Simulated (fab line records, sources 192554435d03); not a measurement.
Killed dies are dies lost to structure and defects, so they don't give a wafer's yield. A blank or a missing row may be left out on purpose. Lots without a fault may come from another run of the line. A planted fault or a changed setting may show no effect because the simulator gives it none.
A struck lot beside a sound one | flow n5_finfet | 19 steps out of a route of 1938
Sound: wafers L828.1, L828.2, L828.4. Struck: wafers L837.1, L837.4. (L837.3 of the same lot was not struck and is left out.) The cause comes at the end.
At each step with rows: each side's tool, then ch and its chambers, then its first start. Under that, the readings that differ: sound wafers | struck wafers | difference of the means | sigmas: that difference in standard deviations of wafers without a fault.
alike: readings whose means differ by less than 2 such deviations, and words and numbers that are the same on both sides. not compared: withheld readings, readings that some wafer has no value for, bounds like >300 that may hide the same value, and numbers for which the record gives no deviation and whose values overlap.
The two part at a step that has a row with sigmas, a row that says differs or no value, or rows on one side only. Numbers that don't overlap but have no deviation are shown without sigmas and don't part them. A reading that every wafer of one side lacks parts them only if that side has two wafers or more.

N5_BEOL_M15_DESCUM_33: chemistry O2, time 7.9 s.
  sound on rie_diel-03 ch 0,2, day 12 04:28; struck on rie_diel-01 ch 0,2, day 15 11:00
  alike: drypump_motor_current_A, oes_product_au, rf_vpp_V, showerhead_plenum_p_Torr, throttle_valve_pct
  not compared: rf_hours_counter_h
then, 3 steps without rows for these wafers: N5_BEOL_M15_ETCH_61 (etches BARC in N2/H2, target depth 89 nm, overetch 26.7 nm, time 67.9 s); N5_BEOL_M15_TRENCH_ETCH_34 (etches SiO2 in C4F8/O2/Ar, target depth 872.93 nm, time 199 s); N5_BEOL_M15_STRIP_36 (strips in O2).
N5_BEOL_M15_STRIP_62: strips in O2.
  sound on rie_diel-01 ch 1,3; struck on rie_diel-01 ch 1,3
  alike: drypump_motor_current_A, oes_product_au, rf_vpp_V, showerhead_plenum_p_Torr, throttle_valve_pct
  not compared: rf_hours_counter_h
N5_BEOL_M15_STRIP_37: strips in O2.
  sound on rie_diel-01 ch 1,3; struck on rie_diel-01 ch 1,3
  alike: drypump_motor_current_A, oes_product_au, rf_vpp_V, showerhead_plenum_p_Torr, throttle_valve_pct
  not compared: rf_hours_counter_h
then, 4 steps without rows for these wafers: N5_BEOL_M15_ETCH_38 (etches SiCN in CF4/N2, target depth 106.4 nm, time 120.5 s); N5_BEOL_M15_PRECLEAN_39 (cleans in residue remover, time 60 s); N5_BEOL_M15_SRD_40 (time 30 s, dry time 30 s); N5_BEOL_M15_DEGAS_41 (time 60 s).
N5_BEOL_M15_PRE_CLEAN_42: time 30 s.
  sound on pvd_sputter-02, day 12 06:24; struck on pvd_sputter-02, day 15 12:47
  alike: heater_power_w
N5_BEOL_M15_SPUTTER_43: material TaN, target thk 15 nm, time 24.19 s.
  sound on pvd_sputter-02, day 12 06:26; struck on pvd_sputter-02, day 15 12:49
  reading                                      | sound          | struck  | difference | sigmas
  model.TaN_of_BEOL_M15_SPUTTER_43.thk_nm (nm) | 15.6 15.4 15.4 | 11 10.8 | -5         |
  alike: cathode_dc_power_W, chamber_pressure_pa, throttle_valve_pct
N5_BEOL_M15_SPUTTER_44: material Ta, target thk 15 nm, time 24.19 s.
  sound on pvd_sputter-02, day 12 06:31; struck on pvd_sputter-02, day 15 12:54
  alike: cathode_dc_power_W, chamber_pressure_pa, throttle_valve_pct
then, 3 steps without rows for these wafers: N5_BEOL_M15_SPUTTER_45 (material Cu, target thk 100 nm, time 16.67 s); N5_BEOL_M15_ECD_47 (material Cu, target thk 1860 nm); N5_BEOL_M15_ANNEAL_48 (time 90 s).
N5_BEOL_M15_CMP_49: polishes, stops on SiO2, t overpolish 4.9 s, target thk 850 nm.
  sound on cmp-03 ch 0,2,3, day 12 07:19; struck on cmp-01 ch 1,3, day 15 13:41
  reading                      | sound             | struck    | difference | sigmas
  barrier_field_endpoint_s (s) | 11.57 10.75 11.39 | 9.76 9.61 | -1.55      | -6
  alike: motor_current_A, slurry_flow_ml_min
N5_BEOL_M15_THK_MEAS_50: measures by xrf.
  sound on film_metro-01, day 12 07:34; struck on film_metro-02, day 15 13:57
  reading      | sound       | struck  | difference | sigmas
  M15_THK (nm) | 857 831 856 | 793 793 | -55        | -3
N5_PASSIVATION_PROBE_49:
  the record has rows for the sound wafers here (prober-01, day 12 20:35) and none for the struck ones

WHERE THEY PART
First at N5_BEOL_M15_CMP_49; last, within this record, at N5_PASSIVATION_PROBE_49.

WHY: what the simulator had put in
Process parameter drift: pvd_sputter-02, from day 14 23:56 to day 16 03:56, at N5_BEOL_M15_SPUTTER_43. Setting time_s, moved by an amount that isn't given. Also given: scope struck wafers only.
